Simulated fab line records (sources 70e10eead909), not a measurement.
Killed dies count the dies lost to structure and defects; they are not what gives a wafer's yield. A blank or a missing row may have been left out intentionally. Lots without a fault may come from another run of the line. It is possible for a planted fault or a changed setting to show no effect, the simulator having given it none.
Chamber matching + flow nand_harc + NHARC_A_CONTACT_DEP_85 on pecvd-04 has 3 sister chambers
The step deposits SiON, target thk 60 nm. 3 wafers are shown with their chamber, then 12 later ones without.

## EACH WAFER AND ITS CHAMBER
| wafer  | chamber | heater_power_w (W) |
|--------|---------|--------------------|
| L082.5 | 1       | 825                |
| L083.4 | 0       | 799                |
| L083.5 | 2       | 817                |

## WAFERS WITHOUT THEIR CHAMBER
| wafer  | heater_power_w (W) |
|--------|--------------------|
| L085.1 | 766                |
| L085.4 | 760                |
| L085.6 | 781                |
| L086.1 | 778                |
| L086.4 | 787                |
| L086.5 | 801                |
| L087.2 | 880                |
| L087.4 | 869                |
| L087.5 | 804                |
| L091.1 | 866                |
| L091.3 | 805                |
| L091.4 | 863                |

## WHICH CHAMBER EACH ONE RAN IN
| wafer  | from the rows above          | in truth |
|--------|------------------------------|----------|
| L085.1 | can't be placed: 0 or 2 or 1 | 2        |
| L085.4 | can't be placed: 0 or 2 or 1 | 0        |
| L085.6 | can't be placed: 0 or 2 or 1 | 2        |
| L086.1 | can't be placed: 0 or 2 or 1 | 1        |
| L086.4 | can't be placed: 0 or 2 or 1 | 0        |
| L086.5 | can't be placed: 0 or 2 or 1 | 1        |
| L087.2 | can't be placed: 1 or 2 or 0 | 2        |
| L087.4 | can't be placed: 1 or 2 or 0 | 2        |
| L087.5 | can't be placed: 0 or 2 or 1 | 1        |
| L091.1 | can't be placed: 1 or 2 or 0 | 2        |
| L091.3 | can't be placed: 0 or 2 or 1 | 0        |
| L091.4 | can't be placed: 1 or 2 or 0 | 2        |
Correct placement for 0 of the 12. Can't be placed from these rows: 12 (the true chamber is among the candidates in 12). Wrongly placed: 0.
How it was worked out, from the rows above alone: a wafer's distance from a chamber is the root of the sum, over the readings, of the square of ((its reading less the chamber's mean) divided by the reading's scatter). The wafer belongs to the nearest chamber; if the next one is less than 2 further off, it can't be placed. A chamber's mean is the mean of its shown wafers. The scatter: root of mean squared gap, hidden wafer to nearest shown wafer, with one shown wafer a chamber.
